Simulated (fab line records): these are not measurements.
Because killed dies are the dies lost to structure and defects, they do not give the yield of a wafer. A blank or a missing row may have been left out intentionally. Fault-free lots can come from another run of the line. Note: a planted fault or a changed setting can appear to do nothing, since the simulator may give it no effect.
Matching of chambers | flow nand harc | pecvd-04 running NHARC_A_CONTACT_DEP_58: 3 sister chambers
The step deposits SiON, target thk 90 nm. 3 wafers are shown with their chamber, then 7 later ones without.

## WAFERS, EACH WITH ITS CHAMBER
wafer  | chamber | heater power w (W)
L252.6 | 0       | 722
L253.2 | 1       | 606
L253.3 | 2       | 637

## WAFERS WHOSE CHAMBER IS MISSING
wafer  | heater power w (W)
L253.5 | 632
L256.1 | 655
L256.2 | 813
L256.4 | 778
L255.2 | 563
L255.5 | 681
L255.6 | 577

## EACH ONE'S CHAMBER
wafer  | from the rows above          | in truth
L253.5 | can't be placed: 2 or 1 or 0 | 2
L256.1 | can't be placed: 2 or 1 or 0 | 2
L256.2 | can't be placed: 0 or 2      | 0
L256.4 | can't be placed: 0 or 2      | 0
L255.2 | can't be placed: 1 or 2      | 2
L255.5 | can't be placed: 0 or 2 or 1 | 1
L255.6 | can't be placed: 1 or 2      | 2
Correct placement for 0 of the 7. These rows do not allow placing 7 (true chamber among the candidates in 7). 0 placed wrongly.
How it was worked out, from the rows above alone: a wafer's distance from a chamber is the root of the sum, over the readings, of the square of ((its reading less the chamber's mean) divided by the reading's scatter). If the next closest chamber is less than 2 further off than the closest, the wafer can't be placed; otherwise it belongs to the closest. The mean given for a chamber averages the wafers shown for that chamber. The scatter: with one shown wafer a chamber, the root of the mean of the squares of how far each hidden wafer lies from its nearest shown one.
